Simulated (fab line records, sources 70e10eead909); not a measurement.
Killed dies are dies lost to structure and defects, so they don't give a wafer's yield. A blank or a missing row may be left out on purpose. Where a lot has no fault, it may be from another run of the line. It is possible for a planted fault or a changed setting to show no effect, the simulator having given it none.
Which tool is to blame? | flow nand harc | 72 wafers from 24 lots sampled at 6 of the route's 1159 steps

== WHAT THE GAUGES READ, wafer by wafer ==
No reading from a measuring or inspecting step in the record can be judged against a usual standard deviation.

== WHAT TOOL EACH LOT RAN ON (gives the tool, then ch and the chambers of the sampled wafers, and finally the start) ==
lot  | NHARC_A_STAIRCASE_TRIM_224                    | NHARC_A_STAIRCASE_TRIM_226                    | NHARC_A_STAIRCASE_ETCH_313         | NHARC_A_STAIRCASE_ETCH_315                    | NHARC_A_STAIRCASE_DEP_325       | NHARC_A_STAIRCASE_DEP_471
L074 | rie diel-08 ch 0,3, day 11 23:59 or earlier   | rie diel-08 ch 0,2, day 11 23:59 or earlier   | rie diel-01 ch 1,3, day 11 23:59   | rie diel-01 ch 1,2, day 13 07:28 or earlier   | pecvd-02 ch 0,1,2, day 13 07:28 | pecvd-01 ch 1,2, day 13 21:49
L075 | rie diel-08 ch 0,2,3, day 12 01:47 or earlier | rie diel-08 ch 0,2,3, day 12 01:47 or earlier | rie diel-01 ch 1,2,3, day 12 01:47 | rie diel-01 ch 1,2, day 13 07:27 or earlier   | pecvd-01 ch 0,1, day 13 07:27   | pecvd-01 ch 1,2, day 13 21:32
L077 | rie diel-03 ch 0,2,3, day 12 04:07 or earlier | rie diel-03 ch 0,1,3, day 12 04:07 or earlier | rie diel-01 ch 1,2, day 12 04:07   | rie diel-01 ch 1,2,3, day 13 13:39 or earlier | pecvd-01 ch 1,2, day 13 13:39   | pecvd-01 ch 0,2, day 14 02:38
L076 | rie diel-08 ch 1,3, day 12 09:38 or earlier   | rie diel-08 ch 1,2, day 12 09:38 or earlier   | rie diel-08 ch 0,2, day 12 09:38   | rie diel-08 ch 0,2, day 13 19:09 or earlier   | pecvd-02 ch 0,1,2, day 13 19:09 | pecvd-03 ch 0,1, day 14 07:20
L078 | rie diel-08 ch 0,2,3, day 12 11:11 or earlier | rie diel-08 ch 0,2,3, day 12 11:11 or earlier | rie diel-01 ch 0,1,2, day 12 11:11 | rie diel-01 ch 0,1,2, day 13 19:23 or earlier | pecvd-03 ch 0,1, day 13 19:23   | pecvd-01 ch 0,1,2, day 14 07:43
L079 | rie diel-01 ch 0,2,3, day 12 12:56 or earlier | rie diel-01 ch 1,2,3, day 12 12:56 or earlier | rie diel-03 ch 2,3, day 12 12:56   | rie diel-03 ch 2,3, day 13 19:20 or earlier   | pecvd-01 ch 0,1, day 13 19:20   | pecvd-01 ch 0,2, day 14 07:31
L080 | rie diel-08 ch 0,1,3, day 13 12:35 or earlier | rie diel-08 ch 0,1,3, day 13 12:35 or earlier | rie diel-08 ch 1,2,3, day 13 12:35 | rie diel-08 ch 1,2,3, day 14 22:46 or earlier | pecvd-03 ch 0,1,2, day 14 22:46 | pecvd-03 ch 0,1,2, day 15 13:40
L082 | rie diel-03 ch 0,2, day 14 00:40 or earlier   | rie diel-03 ch 1,3, day 14 00:40 or earlier   | rie diel-08 ch 1,2,3, day 14 00:40 | rie diel-08 ch 0,1, day 15 13:05 or earlier   | pecvd-03 ch 0,1,2, day 15 13:05 | pecvd-02 ch 1,2, day 16 02:26
L081 | rie diel-01 ch 1,2,3, day 13 22:56 or earlier | rie diel-01 ch 2,3, day 13 22:56 or earlier   | rie diel-08 ch 0,1, day 13 22:56   | rie diel-08 ch 0,1,2, day 15 12:31 or earlier | pecvd-03 ch 0,1,2, day 15 12:31 | pecvd-03 ch 2, day 16 00:51
L084 | rie diel-08 ch 1,2, day 14 02:28 or earlier   | rie diel-08 ch 1,3, day 14 02:28 or earlier   | rie diel-03 ch 0,2,3, day 14 02:28 | rie diel-03 ch 1,3, day 15 13:14 or earlier   | pecvd-02 ch 1,2, day 15 13:14   | pecvd-03 ch 1,2, day 16 02:07
L083 | rie diel-01 ch 2,3, day 14 04:47 or earlier   | rie diel-01 ch 1,2, day 14 04:47 or earlier   | rie diel-01 ch 0,2, day 14 04:47   | rie diel-01 ch 0,1,3, day 15 12:28 or earlier | pecvd-02 ch 1,2, day 15 12:28   | pecvd-02 ch 0,1, day 16 00:56
L089 | rie diel-03 ch 0,1,2, day 14 22:28 or earlier | rie diel-03 ch 0,1,2, day 14 22:28 or earlier | rie diel-08 ch 0,1,2, day 14 22:28 | rie diel-08 ch 1,2,3, day 16 10:42 or earlier | pecvd-03 ch 0,2, day 16 10:42   | pecvd-01 ch 1,2, day 17 01:20
L085 | rie diel-08 ch 1,2,3, day 14 22:58 or earlier | rie diel-08 ch 0,1,2, day 14 22:58 or earlier | rie diel-01 ch 0,2,3, day 14 22:58 | rie diel-01 ch 0,1,3, day 16 10:07 or earlier | pecvd-03 ch 1,2, day 16 10:07   | pecvd-02 ch 1,2, day 17 00:00
L086 | rie diel-03 ch 1,2, day 15 02:59 or earlier   | rie diel-03 ch 0,1,3, day 15 02:59 or earlier | rie diel-08 ch 0,2,3, day 15 02:59 | rie diel-08 ch 0,3, day 16 10:40 or earlier   | pecvd-02 ch 0,1, day 16 10:40   | pecvd-02 ch 1,2, day 17 00:10
L087 | rie diel-08 ch 1,2,3, day 15 04:34 or earlier | rie diel-08 ch 0,1, day 15 04:34 or earlier   | rie diel-03 ch 1,2,3, day 15 04:34 | rie diel-03 ch 1,2, day 16 10:16 or earlier   | pecvd-02 ch 1,2, day 16 10:16   | pecvd-03 ch 0,1,2, day 16 23:59
L088 | rie diel-03 ch 0,1,3, day 15 08:53 or earlier | rie diel-03 ch 0,1, day 15 08:53 or earlier   | rie diel-08 ch 1,2,3, day 15 08:53 | rie diel-08 ch 1,2, day 16 20:10 or earlier   | pecvd-03 ch 1,2, day 16 20:10   | pecvd-01 ch 0,1, day 17 12:04
L090 | rie diel-03 ch 0,1, day 15 17:22 or earlier   | rie diel-03 ch 1,2,3, day 15 17:22 or earlier | rie diel-01 ch 1,3, day 15 17:22   | rie diel-01 ch 1,2, day 17 04:01 or earlier   | pecvd-03 ch 1,2, day 17 04:01   | pecvd-03 ch 0,1, day 17 17:52
L091 | rie diel-03 ch 0,1,3, day 15 22:50 or earlier | rie diel-03 ch 1,2,3, day 15 22:50 or earlier | rie diel-01 ch 0,1,3, day 15 22:50 | rie diel-01 ch 1,2,3, day 17 10:02 or earlier | pecvd-02 ch 0,2, day 17 10:02   | pecvd-01 ch 0,2, day 17 22:07
L092 | rie diel-03 ch 0,3, day 16 13:37 or earlier   | rie diel-03 ch 0,3, day 16 13:37 or earlier   | rie diel-03 ch 0,2,3, day 16 13:37 | rie diel-03 ch 1,2, day 17 22:35 or earlier   | pecvd-03 ch 0,1,2, day 17 22:35 | pecvd-02 ch 0,1,2, day 18 17:20
L094 | rie diel-08 ch 1,2,3, day 17 03:46 or earlier | rie diel-08 ch 1,2,3, day 17 03:46 or earlier | rie diel-03 ch 1,2,3, day 17 03:46 | rie diel-03 ch 0,2,3, day 18 15:01 or earlier | pecvd-03 ch 0,1,2, day 18 15:01 | pecvd-02 ch 0,1,2, day 19 03:04
L093 | rie diel-08 ch 0,1, day 17 05:22 or earlier   | rie diel-08 ch 0,1, day 17 05:22 or earlier   | rie diel-08 ch 1,3, day 17 05:22   | rie diel-08 ch 0,2, day 18 15:15 or earlier   | pecvd-02 ch 1,2, day 18 15:15   | pecvd-03 ch 0,1,2, day 19 03:20
L095 | rie diel-03 ch 0,2, day 17 07:27 or earlier   | rie diel-03 ch 1,2,3, day 17 07:27 or earlier | rie diel-03 ch 0,2, day 17 07:27   | rie diel-03 ch 1,2,3, day 18 19:18 or earlier | pecvd-03 ch 0,2, day 18 19:18   | pecvd-01 ch 0,2, day 19 09:27
L096 | rie diel-01 ch 0,1,2, day 17 09:18 or earlier | rie diel-01 ch 0,1,2, day 17 09:18 or earlier | rie diel-08 ch 0,1,3, day 17 09:18 | rie diel-08 ch 0,1,2, day 18 19:11 or earlier | pecvd-02 ch 0,2, day 18 19:11   | pecvd-01 ch 0,1, day 19 09:15
L097 | rie diel-01 ch 0,1,2, day 17 22:52 or earlier | rie diel-01 ch 1,2, day 17 22:52 or earlier   | rie diel-08 ch 1,3, day 17 22:52   | rie diel-08 ch 0,2, day 19 10:51 or earlier   | pecvd-01 ch 0,2, day 19 10:51   | pecvd-02 ch 1,2, day 20 01:14
- NHARC_A_STAIRCASE_TRIM_224: chemistry O2, time 211.2 s.
- NHARC_A_STAIRCASE_TRIM_226: chemistry O2, time 211.2 s.
- NHARC_A_STAIRCASE_ETCH_313: etches the open film in CF4/CHF3.
- NHARC_A_STAIRCASE_ETCH_315: etches the open film in C4F8/O2/Ar, target depth 2500 nm, time 607.1 s.
- NHARC_A_STAIRCASE_DEP_325: deposits SiO2, target thk 3800 nm.
- NHARC_A_STAIRCASE_DEP_471: deposits SiO2, target thk 100 nm.

== WHAT THE TOOLS THEMSELVES READ (means of the sampled wafers that have a number; where no wafer has one, the mark that the record gives instead) ==
NHARC_A_STAIRCASE_TRIM_224.
lot  | tool        | drypump motor current A (A) | oes product au (a.u.) | rf vpp V (V) | showerhead plenum p Torr (Torr) | throttle valve pct (%)
L074 | rie diel-08 | 6.4                         | 1.025                 | 58.6         | 3.43                            | 17.039
L075 | rie diel-08 | 6.3                         | 1.010                 | 57.5         | 3.50                            | 17.035
L077 | rie diel-03 | 5.6                         | 1.010                 | 58.4         | 3.58                            | 17.045
L076 | rie diel-08 | 6.4                         | 1.026                 | 58.3         | 3.40                            | 17.034
L078 | rie diel-08 | 6.3                         | 1.019                 | 57.9         | 3.50                            | 17.042
L079 | rie diel-01 | 5.8                         | 0.986                 | 57.2         | 3.56                            | 17.033
L080 | rie diel-08 | 6.3                         | 1.024                 | 57.4         | 3.44                            | 17.027
L082 | rie diel-03 | 5.6                         | 1.010                 | 57.7         | 3.60                            | 17.023
L081 | rie diel-01 | 5.6                         | 0.975                 | 58.6         | 3.73                            | 17.030
L084 | rie diel-08 | 6.1                         | 1.010                 | 57.4         | 3.47                            | 17.029
L083 | rie diel-01 | 5.4                         | 0.996                 | 57.9         | 3.69                            | 17.034
L089 | rie diel-03 | 5.6                         | 0.997                 | 57.7         | 3.54                            | 17.037
L085 | rie diel-08 | 6.3                         | 1.014                 | 58.0         | 3.46                            | 17.035
L086 | rie diel-03 | 5.6                         | 1.013                 | 58.2         | 3.55                            | 17.038
L087 | rie diel-08 | 6.3                         | 1.010                 | 57.3         | 3.45                            | 17.030
L088 | rie diel-03 | 5.7                         | 1.001                 | 57.4         | 3.50                            | 17.038
L090 | rie diel-03 | 5.7                         | 1.003                 | 57.7         | 3.53                            | 17.033
L091 | rie diel-03 | 5.6                         | 0.995                 | 57.2         | 3.50                            | 17.025
L092 | rie diel-03 | 5.6                         | 1.003                 | 57.2         | 3.52                            | 17.031
L094 | rie diel-08 | 6.3                         | 1.012                 | 57.9         | 3.45                            | 17.041
L093 | rie diel-08 | 6.2                         | 1.011                 | 57.3         | 3.48                            | 17.036
L095 | rie diel-03 | 5.6                         | 1.009                 | 57.6         | 3.59                            | 17.030
L096 | rie diel-01 | 5.8                         | 0.994                 | 58.0         | 3.76                            | 17.039
L097 | rie diel-01 | 5.8                         | 0.991                 | 58.7         | 3.75                            | 17.037

NHARC_A_STAIRCASE_TRIM_226.
lot  | tool        | drypump motor current A (A) | oes product au (a.u.) | rf vpp V (V) | showerhead plenum p Torr (Torr) | throttle valve pct (%)
L074 | rie diel-08 | 6.3                         | 1.007                 | 58.1         | 3.57                            | 17.040
L075 | rie diel-08 | 6.3                         | 1.013                 | 57.3         | 3.50                            | 17.025
L077 | rie diel-03 | 5.7                         | 1.003                 | 57.5         | 3.52                            | 17.038
L076 | rie diel-08 | 6.2                         | 1.001                 | 58.0         | 3.54                            | 17.039
L078 | rie diel-08 | 6.3                         | 1.014                 | 57.1         | 3.50                            | 17.031
L079 | rie diel-01 | 5.5                         | 0.984                 | 58.3         | 3.73                            | 17.026
L080 | rie diel-08 | 6.2                         | 1.025                 | 57.0         | 3.44                            | 17.029
L082 | rie diel-03 | 5.6                         | 0.993                 | 58.0         | 3.45                            | 17.034
L081 | rie diel-01 | 5.5                         | 0.993                 | 57.9         | 3.69                            | 17.044
L084 | rie diel-08 | 6.3                         | 1.032                 | 57.4         | 3.39                            | 17.037
L083 | rie diel-01 | 5.9                         | 0.988                 | 59.2         | 3.74                            | 17.036
L089 | rie diel-03 | 5.6                         | 0.995                 | 57.4         | 3.54                            | 17.017
L085 | rie diel-08 | 6.2                         | 1.019                 | 57.4         | 3.51                            | 17.029
L086 | rie diel-03 | 5.6                         | 0.997                 | 57.8         | 3.50                            | 17.038
L087 | rie diel-08 | 6.1                         | 1.002                 | 58.6         | 3.45                            | 17.026
L088 | rie diel-03 | 5.7                         | 1.000                 | 57.1         | 3.48                            | 17.036
L090 | rie diel-03 | 5.6                         | 1.014                 | 57.5         | 3.50                            | 17.036
L091 | rie diel-03 | 5.6                         | 1.000                 | 58.2         | 3.50                            | 17.040
L092 | rie diel-03 | 5.6                         | 1.001                 | 57.7         | 3.52                            | 17.035
L094 | rie diel-08 | 6.3                         | 1.021                 | 57.7         | 3.45                            | 17.040
L093 | rie diel-08 | 6.1                         | 1.006                 | 58.4         | 3.45                            | 17.032
L095 | rie diel-03 | 5.6                         | 1.005                 | 58.2         | 3.50                            | 17.041
L096 | rie diel-01 | 5.8                         | 0.992                 | 58.2         | 3.76                            | 17.036
L097 | rie diel-01 | 5.9                         | 0.986                 | 58.3         | 3.72                            | 17.031

NHARC_A_STAIRCASE_ETCH_313.
lot  | tool        | drypump motor current A (A) | oes product au (a.u.) | rf vpp V (V) | showerhead plenum p Torr (Torr) | throttle valve pct (%)
L074 | rie diel-01 | 5.1                         | 0.906                 | 373.6        | 1.67                            | 16.797
L075 | rie diel-01 | 5.5                         | 0.956                 | 373.8        | 1.66                            | 16.801
L077 | rie diel-01 | 5.6                         | 0.907                 | 373.8        | 1.68                            | 16.793
L076 | rie diel-08 | 6.3                         | 0.975                 | 371.2        | 1.59                            | 16.804
L078 | rie diel-01 | 5.8                         | 0.917                 | 371.5        | 1.60                            | 16.808
L079 | rie diel-03 | 5.6                         | 0.924                 | 371.3        | 1.58                            | 16.802
L080 | rie diel-08 | 6.2                         | 0.938                 | 369.1        | 1.54                            | 16.804
L082 | rie diel-08 | 6.3                         | 0.988                 | 369.9        | 1.54                            | 16.800
L081 | rie diel-08 | 6.1                         | 0.969                 | 369.0        | 1.54                            | 16.802
L084 | rie diel-03 | 5.6                         | 0.976                 | 371.7        | 1.59                            | 16.797
L083 | rie diel-01 | 6.0                         | 0.919                 | 368.6        | 1.52                            | 16.812
L089 | rie diel-08 | 6.1                         | 0.936                 | 370.5        | 1.56                            | 16.808
L085 | rie diel-01 | 5.7                         | 0.959                 | 373.6        | 1.67                            | 16.802
L086 | rie diel-08 | 6.3                         | 0.938                 | 370.2        | 1.56                            | 16.801
L087 | rie diel-03 | 5.6                         | 0.921                 | 371.2        | 1.56                            | 16.811
L088 | rie diel-08 | 6.2                         | 0.932                 | 369.5        | 1.54                            | 16.805
L090 | rie diel-01 | 5.2                         | 0.965                 | 373.3        | 1.67                            | 16.792
L091 | rie diel-01 | 5.3                         | 0.911                 | 373.9        | 1.67                            | 16.805
L092 | rie diel-03 | 5.6                         | 0.929                 | 370.3        | 1.59                            | 16.797
L094 | rie diel-03 | 5.5                         | 0.921                 | 369.3        | 1.56                            | 16.808
L093 | rie diel-08 | 6.2                         | 0.933                 | 367.9        | 1.51                            | 16.801
L095 | rie diel-03 | 5.6                         | 0.923                 | 371.8        | 1.60                            | 16.814
L096 | rie diel-08 | 6.2                         | 0.941                 | 368.9        | 1.53                            | 16.796
L097 | rie diel-08 | 6.3                         | 0.981                 | 368.2        | 1.50                            | 16.800

NHARC_A_STAIRCASE_ETCH_315.
lot  | tool        | oes product au (a.u.) | rf vpp V (V)
L074 | rie diel-01 | 0.910                 | 1844
L075 | rie diel-01 | 0.920                 | 1843
L077 | rie diel-01 | 0.913                 | 1842
L076 | rie diel-08 | 0.950                 | 1828
L078 | rie diel-01 | 0.923                 | 1831
L079 | rie diel-03 | 0.947                 | 1830
L080 | rie diel-08 | 0.946                 | 1821
L082 | rie diel-08 | 0.949                 | 1824
L081 | rie diel-08 | 0.930                 | 1825
L084 | rie diel-03 | 0.932                 | 1821
L083 | rie diel-01 | 0.932                 | 1829
L089 | rie diel-08 | 0.937                 | 1821
L085 | rie diel-01 | 0.924                 | 1843
L086 | rie diel-08 | 0.965                 | 1819
L087 | rie diel-03 | 0.934                 | 1823
L088 | rie diel-08 | 0.926                 | 1822
L090 | rie diel-01 | 0.919                 | 1841
L091 | rie diel-01 | 0.911                 | 1840
L092 | rie diel-03 | 0.938                 | 1827
L094 | rie diel-03 | 0.934                 | 1829
L093 | rie diel-08 | 0.944                 | 1827
L095 | rie diel-03 | 0.929                 | 1825
L096 | rie diel-08 | 0.941                 | 1824
L097 | rie diel-08 | 0.947                 | 1827

NHARC_A_STAIRCASE_DEP_325.
lot  | tool     | heater power w (W)
L074 | pecvd-02 | 585
L075 | pecvd-01 | 580
L077 | pecvd-01 | 632
L076 | pecvd-02 | 623
L078 | pecvd-03 | 677
L079 | pecvd-01 | 573
L080 | pecvd-03 | 730
L082 | pecvd-03 | 653
L081 | pecvd-03 | 679
L084 | pecvd-02 | 632
L083 | pecvd-02 | 630
L089 | pecvd-03 | 694
L085 | pecvd-03 | 640
L086 | pecvd-02 | 568
L087 | pecvd-02 | 618
L088 | pecvd-03 | 630
L090 | pecvd-03 | 653
L091 | pecvd-02 | 554
L092 | pecvd-03 | 598
L094 | pecvd-03 | 689
L093 | pecvd-02 | 635
L095 | pecvd-03 | 612
L096 | pecvd-02 | 639
L097 | pecvd-01 | 666

NHARC_A_STAIRCASE_DEP_471.
lot  | tool     | chamber pressure Torr (Torr) | flow sccm (sccm) | heater power w (W) | throttle valve pct (%)
L074 | pecvd-01 | 6.479                        | 2653             | 446                | 15.0
L075 | pecvd-01 | 6.508                        | 2655             | 520                | 15.0
L077 | pecvd-01 | 6.501                        | 2645             | 609                | 15.9
L076 | pecvd-03 | 6.513                        | 2645             | 564                | 16.0
L078 | pecvd-01 | 6.494                        | 2650             | 519                | 15.6
L079 | pecvd-01 | 6.501                        | 2654             | 626                | 15.9
L080 | pecvd-03 | 6.507                        | 2652             | 513                | 16.1
L082 | pecvd-02 | 6.505                        | 2651             | 550                | 16.0
L081 | pecvd-03 | 6.502                        | 2641             | 453                | 16.2
L084 | pecvd-03 | 6.495                        | 2646             | 525                | 16.0
L083 | pecvd-02 | 6.495                        | 2658             | 482                | 15.8
L089 | pecvd-01 | 6.502                        | 2641             | 575                | 15.7
L085 | pecvd-02 | 6.485                        | 2648             | 539                | 15.9
L086 | pecvd-02 | 6.487                        | 2649             | 526                | 16.0
L087 | pecvd-03 | 6.517                        | 2650             | 568                | 16.0
L088 | pecvd-01 | 6.480                        | 2658             | 499                | 15.8
L090 | pecvd-03 | 6.507                        | 2650             | 605                | 16.0
L091 | pecvd-01 | 6.498                        | 2644             | 593                | 16.1
L092 | pecvd-02 | 6.505                        | 2649             | 492                | 15.8
L094 | pecvd-02 | 6.506                        | 2646             | 521                | 16.0
L093 | pecvd-03 | 6.505                        | 2646             | 531                | 16.3
L095 | pecvd-01 | 6.498                        | 2648             | 631                | 15.3
L096 | pecvd-01 | 6.510                        | 2653             | 499                | 15.6
L097 | pecvd-02 | 6.505                        | 2645             | 576                | 16.1

== THE ANSWER, worked out from the rows above alone ==
Rule: what is usual is taken from the lots themselves. Put in order of their means at a reading, lots are off if they are a third of the lots or fewer, leave a main group of 4 or more, and stand apart from it by a gap of 3 or more times the standard deviation of the main group's means; of several such gaps the widest counts. The tables above print the reading to a certain number of digits; a main group whose means all agree to those digits is not used. A lot without any number at a reading at which 4 lots or more have one is off too. Any other lot the step has rows for is counted as sound. After the gauges, taken in route order, come the tools' own readings; for these a lot's mean is taken, as printed above. At the first step where some lot is off, the reading lying furthest off is the one used; lots without a number count as furthest.
Nothing can be told from this: no lot is off at any reading shown.

== WHAT WAS PUT IN BY THE SIMULATOR ==
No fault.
